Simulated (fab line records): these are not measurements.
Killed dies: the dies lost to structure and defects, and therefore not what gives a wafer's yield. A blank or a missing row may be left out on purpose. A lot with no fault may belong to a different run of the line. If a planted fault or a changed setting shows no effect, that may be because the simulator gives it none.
Chamber matching / flow n5_finfet / 4 sister chambers for N5_DUMMY_REMOVAL_STRIP_10 on rie_diel-01
The step strips in N2/H2, time 40 s. 4 wafers are shown with their chamber, then 8 later ones without.

== WAFERS WITH THEIR CHAMBER ==
wafer=L078.5; chamber=0; showerhead_plenum_p_Torr (Torr)=3.42
wafer=L084.2; chamber=3; showerhead_plenum_p_Torr (Torr)=3.36
wafer=L084.6; chamber=1; showerhead_plenum_p_Torr (Torr)=3.31
wafer=L085.1; chamber=2; showerhead_plenum_p_Torr (Torr)=3.50

== WAFERS WITH NO CHAMBER GIVEN ==
wafer=L085.2; showerhead_plenum_p_Torr (Torr)=3.36
wafer=L085.6; showerhead_plenum_p_Torr (Torr)=3.50
wafer=L087.2; showerhead_plenum_p_Torr (Torr)=3.35
wafer=L087.3; showerhead_plenum_p_Torr (Torr)=3.49
wafer=L087.6; showerhead_plenum_p_Torr (Torr)=3.31
wafer=L090.1; showerhead_plenum_p_Torr (Torr)=3.31
wafer=L090.3; showerhead_plenum_p_Torr (Torr)=3.49
wafer=L090.5; showerhead_plenum_p_Torr (Torr)=3.41

== EACH ONE'S CHAMBER ==
wafer=L085.2; from the rows above=3; in truth=3
wafer=L085.6; from the rows above=2; in truth=2
wafer=L087.2; from the rows above=3; in truth=3
wafer=L087.3; from the rows above=2; in truth=2
wafer=L087.6; from the rows above=1; in truth=1
wafer=L090.1; from the rows above=1; in truth=1
wafer=L090.3; from the rows above=2; in truth=2
wafer=L090.5; from the rows above=0; in truth=0
Placed correctly: 8 of 8. Not placeable from these rows: 0. Wrongly placed: 0.
How it was worked out, from the rows above alone: a wafer's distance from a chamber is the root of the sum, over the readings, of the square of ((its reading less the chamber's mean) divided by the reading's scatter). The wafer belongs to the nearest chamber; if the next one is less than 2 further off, it can't be placed. Each chamber's mean is taken over the wafers shown for it. The scatter (one wafer shown for each chamber): square how far every hidden wafer sits from the nearest shown wafer, average those squares and take the square root.
